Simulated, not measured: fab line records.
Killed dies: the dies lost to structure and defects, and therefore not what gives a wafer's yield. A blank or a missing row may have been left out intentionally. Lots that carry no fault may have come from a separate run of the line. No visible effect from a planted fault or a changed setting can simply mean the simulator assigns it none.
Chamber matching | flow n5 finfet | 4 sister chambers for N5_BEOL_M5_ETCH_72 on rie diel-05
The step etches underlayer in N2/H2, target depth 6.5 nm, time 5.2 s. 4 wafers are shown with their chamber, then 10 later ones without.

## EACH WAFER AND ITS CHAMBER
wafer  | chamber | drypump motor current A (A)
L085.1 | 2       | 5.1
L085.2 | 3       | 5.1
L085.3 | 0       | 6.8
L085.5 | 1       | 5.4

## WAFERS MISSING THEIR CHAMBER
wafer  | drypump motor current A (A)
L085.6 | 5.1
L088.1 | 5.1
L088.2 | 5.1
L088.5 | 6.8
L087.1 | 6.8
L087.5 | 5.4
L087.6 | 5.0
L090.2 | 5.1
L090.3 | 5.1
L090.5 | 5.4

## CHAMBER TAKEN BY EACH
wafer  | from the rows above     | in truth
L085.6 | can't be placed: 2 or 3 | 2
L088.1 | can't be placed: 2 or 3 | 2
L088.2 | can't be placed: 2 or 3 | 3
L088.5 | 0                       | 0
L087.1 | 0                       | 0
L087.5 | 1                       | 1
L087.6 | can't be placed: 2 or 3 | 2
L090.2 | can't be placed: 2 or 3 | 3
L090.3 | can't be placed: 2 or 3 | 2
L090.5 | 1                       | 1
Correctly placed: 4 of 10. From these rows, 6 cannot be placed; in 6 the true chamber is one of the candidates. 0 placed wrongly.
How it was worked out, from the rows above alone: a wafer's distance from a chamber is the root of the sum, over the readings, of the square of ((its reading less the chamber's mean) divided by the reading's scatter). If the next closest chamber is less than 2 further off than the closest, the wafer can't be placed; otherwise it belongs to the closest. Each chamber's mean is taken over the wafers shown for it. The scatter: with one shown wafer a chamber, the root of the mean of the squares of how far each hidden wafer lies from its nearest shown one.
